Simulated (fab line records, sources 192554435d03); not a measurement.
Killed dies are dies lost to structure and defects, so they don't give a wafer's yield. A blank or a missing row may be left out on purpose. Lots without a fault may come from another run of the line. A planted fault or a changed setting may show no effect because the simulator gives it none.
Chamber matching | flow n5_finfet | N5_BEOL_M6_STRIP_36 on rie_diel-04: 4 sister chambers
The step strips in N2/H2. 4 wafers are shown with their chamber, then 12 later ones without.

WAFERS WITH THEIR CHAMBER
wafer  | chamber | showerhead_plenum_p_Torr (Torr)
L090.2 | 1       | 2.61
L090.5 | 2       | 2.51
L092.4 | 0       | 2.69
L092.6 | 3       | 2.45

WAFERS WITHOUT THEIR CHAMBER
wafer  | showerhead_plenum_p_Torr (Torr)
L094.1 | 2.69
L094.2 | 2.45
L094.3 | 2.50
L095.3 | 2.45
L095.5 | 2.45
L095.6 | 2.50
L096.2 | 2.50
L096.3 | 2.61
L096.5 | 2.50
L097.2 | 2.50
L097.4 | 2.50
L097.5 | 2.61

WHICH CHAMBER EACH WENT THROUGH
wafer  | from the rows above | in truth
L094.1 | 0                   | 0
L094.2 | 3                   | 3
L094.3 | 2                   | 2
L095.3 | 3                   | 3
L095.5 | 3                   | 3
L095.6 | 2                   | 2
L096.2 | 2                   | 2
L096.3 | 1                   | 1
L096.5 | 2                   | 2
L097.2 | 2                   | 2
L097.4 | 2                   | 2
L097.5 | 1                   | 1
Placed correctly: 12 of 12. Can't be placed from these rows: 0. Placed wrongly: 0.
How it was worked out, from the rows above alone: a wafer's distance from a chamber is the root of the sum, over the readings, of the square of ((its reading less the chamber's mean) divided by the reading's scatter). The wafer belongs to the nearest chamber; if the next one is less than 2 further off, it can't be placed. A chamber's mean is the mean of its shown wafers. The scatter: with one shown wafer a chamber, the root of the mean of the squares of how far each hidden wafer lies from its nearest shown one.
